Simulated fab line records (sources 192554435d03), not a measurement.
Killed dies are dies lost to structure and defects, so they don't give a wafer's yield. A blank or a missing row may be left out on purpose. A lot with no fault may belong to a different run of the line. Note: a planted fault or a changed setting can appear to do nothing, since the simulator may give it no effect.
Chamber matching ; flow n5_finfet ; rie_diel-05 running N5_BEOL_M14_DESCUM_33: 4 sister chambers
The step chemistry O2, time 7.9 s. 8 wafers are shown with their chamber, then 10 later ones without.

## WAFERS, EACH WITH ITS CHAMBER
wafer;chamber;drypump_motor_current_A (A);showerhead_plenum_p_Torr (Torr)
L079.5;3;5.1;2.05
L081.3;0;5.3;1.89
L081.6;3;5.1;2.05
L087.2;2;5.5;2.22
L087.4;1;6.6;2.23
L087.6;0;5.3;1.88
L089.2;2;5.4;2.22
L089.4;1;6.6;2.23

## WAFERS WHOSE CHAMBER IS MISSING
wafer;drypump_motor_current_A (A);showerhead_plenum_p_Torr (Torr)
L089.6;5.1;2.05
L088.1;5.1;2.05
L088.5;5.5;2.22
L088.6;6.6;2.23
L090.1;5.4;2.22
L090.2;6.6;2.23
L090.6;6.6;2.23
L096.1;5.1;2.04
L096.4;5.5;2.22
L096.5;6.6;2.22

## CHAMBER TAKEN BY EACH
wafer;from the rows above;in truth
L089.6;3;3
L088.1;3;3
L088.5;2;2
L088.6;1;1
L090.1;2;2
L090.2;1;1
L090.6;1;1
L096.1;3;3
L096.4;2;2
L096.5;1;1
10 of 10 placed correctly. From these rows, 0 cannot be placed. Number placed wrongly: 0.
How it was worked out, from the rows above alone: a wafer's distance from a chamber is the root of the sum, over the readings, of the square of ((its reading less the chamber's mean) divided by the reading's scatter). If the next closest chamber is less than 2 further off than the closest, the wafer can't be placed; otherwise it belongs to the closest. The mean given for a chamber averages the wafers shown for that chamber. How the scatter is found: for the shown wafers, subtract from each reading the mean of its chamber, square and add these, divide the total by (wafers less chambers), then take the root.
